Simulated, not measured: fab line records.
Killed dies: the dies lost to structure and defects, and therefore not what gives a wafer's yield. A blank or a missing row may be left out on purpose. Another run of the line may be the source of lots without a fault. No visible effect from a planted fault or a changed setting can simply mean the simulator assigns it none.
Which tool did it?	flow n5 finfet	at 1 step of a route of 1938, 12 lots with 36 wafers sampled

== WHAT EACH GAUGE READ, for each wafer ==
N5_BEOL_M5_INSPECT_13: inspects for defects (brightfield).
lot	measured	on	raw defect count
L075	day 8 02:48	defect inspect-01	499 536 511
L077	day 8 18:40	defect inspect-02	594 515 508
L079	day 8 21:46	defect inspect-01	471 507 550
L081	day 9 17:46	defect inspect-01	328 389 331
L083	day 10 09:17	defect inspect-02	505 416 400
L085	day 10 12:32	defect inspect-01	622 485 443
L088	day 11 06:08	defect inspect-01	531 500 409
L089	day 11 22:50	defect inspect-02	633 514 521
L091	day 12 07:20	defect inspect-02	413 514 246
L093	day 12 19:32	defect inspect-02	403 375 435
L095	day 13 06:37	defect inspect-02	506 408 526
L097	day 13 15:29	defect inspect-01	541 477 590

== WHAT TOOL EACH LOT RAN ON (gives the tool, then ch and the chambers of the sampled wafers, and finally the start) ==
The record shows no process step preceding these readings.

== THE ANSWER, worked out from the rows above alone ==
Rule: what is usual is taken from the lots themselves. The widest of any qualifying gaps counts: lots, ordered by their means at a reading, are off when they make up no more than a third of the lots, leave a main group of 4 or more, and stand apart from it by 3 or more times the standard deviation of that group's means. A main group is skipped when, at the precision printed for the reading in the tables above, its means are all equal. A lot without any number at a reading at which 4 lots or more have one is off too. Any other lot the step has rows for is counted as sound.
Nothing can be told from this: no lot is off at any reading shown.

== WHAT THE SIMULATOR HAD PUT IN ==
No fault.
